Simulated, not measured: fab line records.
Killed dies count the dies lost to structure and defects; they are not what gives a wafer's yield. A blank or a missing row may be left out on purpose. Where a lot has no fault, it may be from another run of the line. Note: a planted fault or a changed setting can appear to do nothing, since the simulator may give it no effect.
fab line records + flow n5_finfet + part 1 of 2: steps 1 to 17 of 18
record:
- lots: 6
- wafers: 18
- last_day: 19
route steps=1938 shown ZERO_LAYER@3 BEOL_M4@1111 PASSIVATION@1936
lots that met no fault: from a run of the same line without faults
start_h: hours from the record's opening day to when the first of the lot's shown wafers began + wait_h: hours elapsed since this lot's preceding step + " the same as in the row above + L1.1+2: a single row standing in for several wafers + - either no value or no given start + * or withheld: withheld + < > ~ a bound
route shown NAME@n: names a module that has steps shown in the file, with the first one's number in the route + usual: mean/standard deviation of fault-free wafers + same: alike in all rows + chamber/n: place in a boat + sites: per-site readings + _std_site: standard deviation of those values + _edge_site: inner sites' mean taken away from outer sites' mean + radius_mm: for every site, how far away it sits from the centre of the wafer + mask NAME#n: copy n + behind: tool/chamber where the wafer was last shaped + hold: cause of the lot's hold/its duration in hours/its outcome + device: transistor that didn't switch, given as n, p or np + end of line: tests of these same wafers at the route's end + for a step that has no rows: nothing shown but its recipe + killed: dies that structure and defects cost at the first sort, which is not the same as the wafer's yield + map: the dies of a wafer, with x for killed, . for not killed, _ for no die there
set.NAME: setting as actually run; set.NAME@STEP: the setting as run at that earlier step + model.NAME: the simulator's own value behind a step, which no gauge read
lots seen at some steps along the route; tables by step, rows by wafer
services: when a tool's chamber went out of use (start_h, in hours from the record's first day, below 0 if earlier), for how many hours, and the reason
== steps ==
step: N5_ZERO_LAYER_SRD_01
recipe:
- time_s: 30
- temp_c: 23
- rinse_liquid: diw
- dry: n2_spin
- spin_rpm: 1500
- dry_time_s: 30
step: N5_ZERO_LAYER_PECVD_02
recipe:
- material: SiO2
- target_thk_a: 100
- temp_c: 400
- precursor: SiH4/N2O
- pressure_torr: 0.75
- rf_w: 275
- time_s: 6
usual:
- heater_power_outer_w: 458/55
- heater_power_w: 756/70
- showerhead_plenum_p_Torr: 8.14/0.13
- susceptor_temp_C: 400.02/0.18
| lot.wafer | tool     | chamber | start_h | wait_h | heater_power_outer_w | heater_power_w | showerhead_plenum_p_Torr | susceptor_temp_C |
|-----------|----------|---------|---------|--------|----------------------|----------------|--------------------------|------------------|
| L323.1    | pecvd-02 | 2       | 24.28   | 0.0    | 408                  | 731            | 8.07                     | 399.90           |
| L323.3    | "        | 1       | "       | "      | 448                  | 709            | 8.18                     | 400.06           |
| L323.5    | "        | 1       | "       | "      | 456                  | 714            | 8.16                     | 400.02           |
| L332.1    | pecvd-02 | 1       | 78.28   | 0.0    | 459                  | 747            | 8.15                     | 400.05           |
| L332.2    | "        | 0       | "       | "      | 509                  | 833            | 7.90                     | 400.12           |
| L332.3    | "        | 2       | "       | "      | 409                  | 716            | 8.05                     | 400.29           |
| L333.1    | pecvd-01 | 2       | 84.28   | 0.0    | 511                  | 829            | 8.33                     | 399.88           |
| L333.3    | "        | 0       | "       | "      | 602                  | 993            | 8.30                     | 399.92           |
| L333.4    | "        | 2       | "       | "      | 521                  | 831            | 8.34                     | 399.72           |
| L341.3    | pecvd-03 | 2       | 132.28  | 0.0    | 439                  | 691            | 8.07                     | 399.94           |
| L341.4    | "        | 0       | "       | "      | 389                  | 681            | 8.15                     | 400.17           |
| L341.6    | "        | 2       | "       | "      | 425                  | 688            | 8.10                     | 400.35           |
| L342.2    | pecvd-03 | 1       | 138.28  | 0.0    | 500                  | 784            | 8.16                     | 400.14           |
| L342.3    | "        | 0       | "       | "      | 451                  | 737            | 8.13                     | 400.36           |
| L342.6    | "        | 1       | "       | "      | 496                  | 793            | 8.17                     | 399.94           |
| L343.1    | pecvd-02 | 1       | 144.28  | 0.0    | 454                  | 765            | 8.12                     | 400.08           |
| L343.4    | "        | 0       | "       | "      | 483                  | 798            | 7.87                     | 400.01           |
| L343.5    | "        | 1       | "       | "      | 472                  | 736            | 8.15                     | 400.12           |
step: N5_ZERO_LAYER_HMDS_04
recipe:
- time_s: 60
- temp_c: 120
step: N5_ZERO_LAYER_COAT_05
recipe:
- spin_rpm: 1500
- resist_thk_nm: 1000
step: N5_ZERO_LAYER_EBR_07
recipe:
- solvent: PGMEA
- ebr_width_mm: 1.5
step: N5_ZERO_LAYER_SOFTBAKE_06
recipe:
- temp_c: 100
- time_s: 90
step: N5_ZERO_LAYER_EXPOSE_08
recipe:
- mask_id: ZERO
- na: 0.55
- source_shape: conventional
- sigma_outer: 0.8
- polarization: unpolarized
- defocus_nm: 0
- target_cd_nm: 2000
- dose_mj: 16.2
step: N5_ZERO_LAYER_PEB_09
recipe:
- peb_temp_c: withheld
- peb_time_s: *
step: N5_ZERO_LAYER_DEVELOP_10
recipe:
- develop_time_s: 60
- rinse_liquid: diw
- dry: air_spin
- dev_temp_c: 21
step: N5_ZERO_LAYER_HARDBAKE_23
recipe:
- temp_c: 130
- time_s: 120
step: N5_ZERO_LAYER_CD_MEAS_11
recipe:
- target_cd_nm: 2000
- landing_energy_ev: 500
- detector: se_inlens
usual:
- cd_nm: 2000.5/2.3
| lot.wafer | tool      | chamber | start_h | wait_h | cd_nm  |
|-----------|-----------|---------|---------|--------|--------|
| L323.1    | cd_sem-01 | 0       | 24.77   | -      | 2001.1 |
| L323.3    | "         | 0       | "       | "      | 2000.2 |
| L323.5    | "         | 0       | "       | "      | 1999.9 |
| L332.1    | cd_sem-02 | 0       | 78.77   | -      | 1999.3 |
| L332.2    | "         | 0       | "       | "      | 2000.3 |
| L332.3    | "         | 0       | "       | "      | 2000.0 |
| L333.1    | cd_sem-03 | 0       | 84.64   | -      | 1999.5 |
| L333.3    | "         | 0       | "       | "      | 2001.4 |
| L333.4    | "         | 0       | "       | "      | 2004.4 |
| L341.3    | cd_sem-02 | 0       | 132.64  | -      | 1997.1 |
| L341.4    | "         | 0       | "       | "      | 1994.8 |
| L341.6    | "         | 0       | "       | "      | 1999.3 |
| L342.2    | cd_sem-03 | 0       | 138.64  | -      | 2002.0 |
| L342.3    | "         | 0       | "       | "      | 2003.0 |
| L342.6    | "         | 0       | "       | "      | 2004.3 |
| L343.1    | cd_sem-03 | 0       | 144.64  | -      | 2003.0 |
| L343.4    | "         | 0       | "       | "      | 2000.7 |
| L343.5    | "         | 0       | "       | "      | 2000.9 |
step: N5_ZERO_LAYER_DESCUM_16
recipe:
- chemistry: O2
- time_s: 7.9
- source_power_w: 50
- bias_power_w: 20
- pressure_mtorr: 20
- rf_frequency_hz: 2.712e+07
- temp_c: 40
- o2_flow_sccm: 225
usual:
- drypump_motor_current_A: 5.6/0.54
- oes_product_au: 0.79/0.082
- rf_vpp_V: 243.4/1.3
- showerhead_plenum_p_Torr: 2.12/0.061
- throttle_valve_pct: 20.45/0.26
| lot.wafer | tool        | chamber | start_h | wait_h | drypump_motor_current_A | oes_product_au | rf_hours_counter_h | rf_vpp_V | showerhead_plenum_p_Torr | throttle_valve_pct |
|-----------|-------------|---------|---------|--------|-------------------------|----------------|--------------------|----------|--------------------------|--------------------|
| L323.1    | rie_diel-06 | 3       | 25.09   | 0.3    | 6.0                     | 0.81           | 96                 | 243.2    | 2.13                     | 20.38              |
| L323.3    | "           | 0       | "       | "      | 6.6                     | 0.68           | 242                | 243.8    | 2.14                     | 20.10              |
| L323.5    | "           | 2       | "       | "      | 5.9                     | 0.80           | -                  | 244.5    | 2.18                     | 20.15              |
| L332.1    | rie_diel-01 | 1       | 78.80   | 0.0    | 5.8                     | 0.72           | 162                | 241.2    | 2.01                     | 20.60              |
| L332.2    | "           | 3       | "       | "      | 6.3                     | 0.94           | 7                  | 242.3    | 2.06                     | 20.08              |
| L332.3    | "           | 2       | "       | "      | 5.9                     | 0.81           | 65                 | 246.2    | 2.23                     | 20.46              |
| L333.1    | rie_diel-06 | 1       | 84.68   | 0.0    | 5.2                     | 0.68           | 239                | 243.0    | 2.15                     | 20.86              |
| L333.3    | "           | 3       | "       | "      | 6.0                     | 0.79           | 120                | 242.5    | 2.12                     | 20.41              |
| L333.4    | "           | 0       | "       | "      | 6.6                     | 1.00           | 3                  | 242.8    | 2.14                     | 19.75              |
| L341.3    | rie_diel-03 | 1       | 132.68  | 0.0    | 5.0                     | 0.85           | 83                 | 242.0    | 2.03                     | 20.68              |
| L341.4    | "           | 2       | "       | "      | 5.1                     | 0.80           | 76                 | 243.9    | 2.14                     | 20.49              |
| L341.6    | "           | 0       | "       | "      | 5.5                     | 1.01           | -                  | 241.5    | 2.14                     | 20.24              |
| L342.2    | rie_diel-03 | 1       | 138.68  | 0.0    | 5.0                     | 0.85           | 85                 | 242.9    | 2.03                     | 20.70              |
| L342.3    | "           | 3       | "       | "      | 4.7                     | 0.79           | 120                | 243.3    | 2.03                     | 20.51              |
| L342.6    | "           | 3       | "       | "      | 4.7                     | 0.78           | -                  | 242.0    | 2.03                     | 20.51              |
| L343.1    | rie_diel-03 | 2       | 144.68  | 0.0    | 5.1                     | 0.81           | 79                 | 242.9    | 2.14                     | 20.49              |
| L343.4    | "           | 3       | "       | "      | 4.7                     | 0.78           | 121                | 241.5    | 2.02                     | 20.51              |
| L343.5    | "           | 0       | "       | "      | 5.5                     | 0.98           | -                  | 243.8    | 2.14                     | 20.24              |
step: N5_ZERO_LAYER_ETCH_17
recipe:
- chemistry: CF4
- target: SiO2
- target_depth_a: 120
- time_s: 13.3
- ion_energy_ev: 350
- pressure_mtorr: 40
- source_w: 450
- bias_w: 215
- Ar_flow_sccm: 100
- cf4_flow_sccm: 100
usual:
- bias_w: 214.9/0.66
- cf4_flow_sccm: 100.03/0.28
- drypump_motor_current_A: 5.6/0.54
- oes_product_au: 0.79/0.078
- rf_vpp_V: 950/3.9
- showerhead_plenum_p_Torr: 2.16/0.065
- throttle_valve_pct: 15.65/0.25
| lot.wafer | tool        | chamber | start_h | wait_h | bias_w | cf4_flow_sccm | drypump_motor_current_A | oes_product_au | rf_hours_counter_h | rf_vpp_V | showerhead_plenum_p_Torr | throttle_valve_pct | model.coat_of_ZERO_LAYER_COAT_05.thk_nm |
|-----------|-------------|---------|---------|--------|--------|---------------|-------------------------|----------------|--------------------|----------|--------------------------|--------------------|-----------------------------------------|
| L323.1    | rie_diel-06 | 3       | 25.13   | 0.0    | 214.5  | 100.12        | 6.0                     | 0.80           | 96                 | 950      | 2.16                     | 15.48              | 969.8                                   |
| L323.3    | "           | 0       | "       | "      | 215.3  | 100.58        | 6.6                     | 0.68           | 242                | 952      | 2.20                     | 15.51              | 971.2                                   |
| L323.5    | "           | 2       | "       | "      | 216.2  | 100.23        | 6.0                     | 0.79           | -                  | 955      | 2.26                     | 15.61              | 971.9                                   |
| L332.1    | rie_diel-01 | 1       | 78.84   | 0.0    | -      | -             | -                       | -              | -                  | -        | -                        | -                  | 990.7                                   |
| L332.2    | "           | 3       | "       | "      | -      | -             | -                       | -              | -                  | -        | -                        | -                  | 988.6                                   |
| L332.3    | "           | 2       | "       | "      | -      | -             | -                       | -              | -                  | -        | -                        | -                  | 991.2                                   |
| L333.1    | rie_diel-06 | 1       | 84.71   | 0.0    | -      | -             | -                       | -              | -                  | -        | -                        | -                  | 981.7                                   |
| L333.3    | "           | 3       | "       | "      | -      | -             | -                       | -              | -                  | -        | -                        | -                  | 980.8                                   |
| L333.4    | "           | 0       | "       | "      | -      | -             | -                       | -              | -                  | -        | -                        | -                  | 983.9                                   |
| L341.3    | rie_diel-03 | 1       | 132.71  | 0.0    | 217.2  | 100.45        | 5.0                     | 0.84           | 83                 | 944      | 2.08                     | 15.79              | 973.5                                   |
| L341.4    | "           | 2       | "       | "      | 214.4  | 99.91         | 5.1                     | 0.81           | 76                 | 950      | 2.16                     | 15.49              | 977                                     |
| L341.6    | "           | 0       | "       | "      | 216.2  | 99.91         | 5.5                     | 1.01           | -                  | 952      | 2.19                     | 15.46              | 972.9                                   |
| L342.2    | rie_diel-03 | 1       | 138.71  | 0.0    | 214.6  | 99.78         | 5.0                     | 0.85           | 85                 | 945      | 2.08                     | 15.81              | 972.5                                   |
| L342.3    | "           | 3       | "       | "      | 215.6  | 100.21        | 4.7                     | 0.79           | 120                | 944      | 2.06                     | 15.60              | 972                                     |
| L342.6    | "           | 3       | "       | "      | 215.6  | 99.95         | 4.7                     | 0.79           | -                  | 944      | 2.06                     | 15.60              | 968.7                                   |
| L343.1    | rie_diel-03 | 2       | 144.71  | 0.0    | 214.7  | 100.24        | 5.1                     | 0.81           | 79                 | 950      | 2.16                     | 15.49              | 974.1                                   |
| L343.4    | "           | 3       | "       | "      | 215.1  | 99.23         | 4.7                     | 0.78           | 121                | 944      | 2.06                     | 15.62              | 972.3                                   |
| L343.5    | "           | 0       | "       | "      | 214.7  | 99.53         | 5.5                     | 0.97           | -                  | 951      | 2.19                     | 15.46              | 971.9                                   |
step: N5_ZERO_LAYER_ETCH_18
recipe:
- chemistry: HBr/Cl2
- target: Si
- target_depth_a: 1200
- time_s: 40
- pressure_mtorr: 10
- icp_w: 800
- bias_w: 75
- HBr_flow_sccm: 150
- Cl2_flow_sccm: 80
usual:
- HBr_flow_sccm: 150.0/0.44
- bias_w: 75.01/0.23
- drypump_motor_current_A: 5.5/0.52
- oes_product_au: 1.000/0.015
- throttle_valve_pct: 36.32/0.23
| lot.wafer | tool      | chamber | start_h | wait_h | HBr_flow_sccm | bias_w | drypump_motor_current_A | oes_product_au | rf_hours_counter_h | throttle_valve_pct | model.coat_of_ZERO_LAYER_COAT_05.thk_nm |
|-----------|-----------|---------|---------|--------|---------------|--------|-------------------------|----------------|--------------------|--------------------|-----------------------------------------|
| L323.1    | rie_si-06 | 0       | 25.20   | 0.0    | 150.0         | 75.08  | 5.4                     | 0.991          | 34                 | 36.47              | 931.4                                   |
| L323.3    | "         | 2       | "       | "      | 151.0         | 75.08  | 4.8                     | 0.997          | 21                 | 36.97              | 930.8                                   |
| L323.5    | "         | 3       | "       | "      | 150.3         | 74.86  | 5.5                     | 1.018          | -                  | 36.30              | 932.4                                   |
| L332.1    | rie_si-06 | 2       | 78.91   | 0.0    | 149.7         | 74.45  | 4.8                     | 1.000          | 22                 | 36.98              | 950.4                                   |
| L332.2    | "         | 0       | "       | "      | 149.3         | 74.90  | 5.4                     | 0.999          | 35                 | 36.47              | 949.8                                   |
| L332.3    | "         | 1       | "       | "      | 150.3         | 75.23  | 5.6                     | 0.987          | 1                  | 36.27              | 951                                     |
| L333.1    | rie_si-02 | 2       | 84.79   | 0.0    | 150.1         | 74.85  | 4.7                     | 1.008          | 4                  | 36.18              | 941.7                                   |
| L333.3    | "         | 0       | "       | "      | 150.6         | 75.44  | 6.7                     | 1.007          | 44                 | 36.27              | 940.1                                   |
| L333.4    | "         | 1       | "       | "      | 150.0         | 75.20  | 5.3                     | 0.988          | 45                 | 36.30              | 944.8                                   |
| L341.3    | rie_si-02 | 2       | 132.79  | 0.0    | 150.3         | 74.98  | 4.7                     | 1.013          | 4                  | 36.18              | 933.2                                   |
| L341.4    | "         | 0       | "       | "      | 150.0         | 74.94  | 6.7                     | 1.021          | 45                 | 36.25              | 936.9                                   |
| L341.6    | "         | 3       | "       | "      | 150.2         | 75.11  | 5.2                     | 0.986          | -                  | 36.01              | 933.1                                   |
| L342.2    | rie_si-05 | 0       | 138.79  | 0.0    | 149.8         | 75.02  | 5.7                     | 0.985          | 88                 | 36.06              | 931.5                                   |
| L342.3    | "         | 2       | "       | "      | 149.4         | 75.02  | 5.7                     | 1.015          | 19                 | 36.32              | 931.9                                   |
| L342.6    | "         | 1       | "       | "      | 150.0         | 75.20  | 5.7                     | 0.974          | -                  | 36.34              | 928.3                                   |
| L343.1    | rie_si-05 | 0       | 144.79  | 0.1    | 150.3         | 75.06  | 5.7                     | 0.986          | 88                 | 36.07              | 933.2                                   |
| L343.4    | "         | 1       | "       | "      | 149.6         | 75.48  | 5.7                     | 0.977          | 83                 | 36.34              | 931.8                                   |
| L343.5    | "         | 0       | "       | "      | 150.0         | 75.30  | 5.6                     | 0.989          | -                  | 36.06              | 931                                     |
step: N5_ZERO_LAYER_STRIP_24
recipe:
- chemistry: O2
- power_w: 1000
- temp_c: 250
- overash_fraction: 0.3
- pressure_mtorr: 1000
- o2_flow_sccm: 6750
usual:
- drypump_motor_current_A: 5.88/0.25
- heater_power_w: 338/27
- oes_product_au: 0.646/0.0047
- strip_time_to_endpoint_s: 43.88/0.09
same:
- overash_fraction: 0.3
| lot.wafer | tool            | chamber | start_h | wait_h | drypump_motor_current_A | heater_power_w | oes_product_au | rf_hours_counter_h | strip_time_to_endpoint_s |
|-----------|-----------------|---------|---------|--------|-------------------------|----------------|----------------|--------------------|--------------------------|
| L323.1    | plasma_asher-02 | 1       | 25.30   | 0.1    | 5.67                    | 378            | 0.649          | 28                 | 43.88                    |
| L323.3    | "               | 1       | "       | "      | 5.68                    | 376            | 0.641          | -                  | 43.86                    |
| L323.5    | "               | 1       | "       | "      | 5.71                    | 377            | 0.647          | -                  | 43.90                    |
| L332.1    | plasma_asher-02 | 1       | 79.02   | 0.1    | 5.70                    | 374            | 0.647          | 39                 | 44.45                    |
| L332.2    | "               | 0       | "       | "      | 6.24                    | 322            | 0.650          | 39                 | 44.43                    |
| L332.3    | "               | 1       | "       | "      | 5.68                    | 370            | 0.646          | -                  | 44.45                    |
| L333.1    | plasma_asher-01 | 0       | 84.89   | 0.1    | 5.87                    | 330            | 0.646          | 85                 | 44.18                    |
| L333.3    | "               | 1       | "       | "      | 5.66                    | 319            | 0.647          | -                  | 44.14                    |
| L333.4    | "               | 0       | "       | "      | 5.87                    | 322            | 0.648          | -                  | 44.28                    |
| L341.3    | plasma_asher-01 | 1       | 132.91  | 0.1    | 5.63                    | 305            | 0.643          | -                  | 43.92                    |
| L341.4    | "               | 0       | "       | "      | 5.88                    | 322            | 0.651          | -                  | 44.03                    |
| L341.6    | "               | 0       | "       | "      | 5.89                    | 332            | 0.648          | -                  | 43.92                    |
| L342.2    | plasma_asher-01 | 1       | 138.89  | 0.1    | 5.65                    | 316            | 0.642          | 94                 | 43.87                    |
| L342.3    | "               | 1       | "       | "      | 5.65                    | 310            | 0.648          | -                  | 43.89                    |
| L342.6    | "               | 0       | "       | "      | 5.85                    | 324            | 0.640          | -                  | 43.79                    |
| L343.1    | plasma_asher-02 | 0       | 144.90  | 0.1    | 6.25                    | 322            | 0.655          | 53                 | 43.93                    |
| L343.4    | "               | 1       | "       | "      | 5.68                    | 369            | 0.644          | -                  | 43.88                    |
| L343.5    | "               | 0       | "       | "      | 6.25                    | 322            | 0.644          | -                  | 43.86                    |
step: N5_ZERO_LAYER_STRIP_19
recipe:
- chemistry: SPM
- time_s: 900
- temp_c: 130
- h2so4_h2o2_vol_ratio: 4
- dry: ipa_marangoni
step: N5_BEOL_M4_RC_MEAS_101
usual:
- DIBL_N: 36.6/1.9
- DIBL_P: 36.7/2.2
- IOFF_N: 0.16/0.035
- IOFF_P: 0.22/0.038
- ION_N: 672/14
- ION_P: 462/8.3
- SS_N: 71.6/0.65
- SS_P: 73.5/0.72
- VT_N: 250/3.5
- VT_P: -250/3.1
| lot.wafer | tool      | chamber | start_h | wait_h | DIBL_N[mV/V] | DIBL_P[mV/V] | IOFF_N[nA/um] | IOFF_P[nA/um] | ION_N[uA/um] | ION_P[uA/um] | SS_N[mV/dec] | SS_P[mV/dec] | VT_N[mV] | VT_P[mV] |
|-----------|-----------|---------|---------|--------|--------------|--------------|---------------|---------------|--------------|--------------|--------------|--------------|----------|----------|
| L323.1    | prober-02 | 0       | 218.22  | 0.0    | 32.9         | 32.0         | 0.11          | 0.17          | 673          | 468          | 70.0         | 72.3         | 252      | -248     |
| L323.3    | "         | 0       | "       | "      | 35.2         | 35.0         | 0.13          | 0.21          | 657          | 465          | 70.7         | 72.8         | 253      | -245     |
| L323.5    | "         | 0       | "       | "      | 35.5         | 35.4         | 0.14          | 0.22          | 659          | 463          | 70.8         | 73.1         | 251      | -247     |
| L341.3    | prober-01 | 0       | 319.41  | 0.3    | 37.1         | 38.1         | 0.17          | 0.23          | 690          | 473          | 71.7         | 74.3         | 249      | -248     |
| L341.4    | "         | 0       | "       | "      | 38.6         | 38.7         | 0.18          | 0.24          | 666          | 459          | 72.2         | 74.4         | 252      | -248     |
| L341.6    | "         | 0       | "       | "      | 37.3         | 36.9         | 0.15          | 0.21          | 660          | 452          | 71.0         | 74.1         | 254      | -250     |
| L343.1    | prober-02 | 0       | 319.66  | 0.0    | 36.6         | 36.0         | 0.16          | 0.23          | 682          | 472          | 71.7         | 72.4         | 248      | -246     |
| L343.4    | "         | 0       | "       | "      | 36.7         | 35.6         | 0.17          | 0.23          | 688          | 464          | 71.3         | 73.1         | 247      | -248     |
| L343.5    | "         | 0       | "       | "      | 37.7         | 38.1         | 0.19          | 0.28          | 692          | 478          | 71.9         | 73.1         | 246      | -244     |
| L342.2    | prober-02 | 0       | 326.46  | 0.2    | 37.6         | 36.4         | 0.17          | 0.23          | 691          | 474          | 71.6         | 72.2         | 250      | -249     |
| L342.3    | "         | 0       | "       | "      | 36.2         | 34.1         | 0.14          | 0.19          | 658          | 453          | 71.8         | 72.1         | 253      | -253     |
| L342.6    | "         | 0       | "       | "      | 39.4         | 38.0         | 0.21          | 0.27          | 677          | 462          | 72.8         | 73.4         | 247      | -249     |
== key ==
first_sign:
- step: N5_ZERO_LAYER_ETCH_17
- reading: tool_record
- direction: missing
effect:
- step: N5_ZERO_LAYER_STRIP_24
- reading: strip_time_to_endpoint_s
- direction: up
- sigmas: 4.9
- usual: *
- struck: *
effect:
- step: N5_PASSIVATION_PROBE_49
- reading: sort_bin_5_function
- direction: up
- sigmas: 97
- usual: 5.0
- struck: 96.2
model_effect:
- step: N5_ZERO_LAYER_ETCH_17
- value: coat_of_ZERO_LAYER_COAT_05.thk_nm
- without: 974.3
- struck: 986.2
model_effect:
- step: N5_ZERO_LAYER_ETCH_18
- value: coat_of_ZERO_LAYER_COAT_05.thk_nm
- without: 934.4
- struck: 946.3
more_kills_born_at:
- N5_ZERO_LAYER_ETCH_17@rie_diel-01: 3234
- N5_ZERO_LAYER_ETCH_17@rie_diel-06: 3203
met_at N5_ZERO_LAYER_ETCH_17
struck_wafers L332.1,L332.2,L332.3,L333.1,L333.3,L333.4
later_rows_left_out L332.1,L332.2,L332.3,L333.1,L333.3,L333.4
onset_between 25.13 78.84
fault:
- kind: skipped_step_whole
- tool: rie_diel-01,rie_diel-06
- chamber: -
- onset_h: 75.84
- steps: N5_ZERO_LAYER_ETCH_17
- scope: struck_lots_only
later_rows_left_out: the simulator's readings of these wafers behind a module that went badly wrong aren't trusted and aren't shown, but for the sort
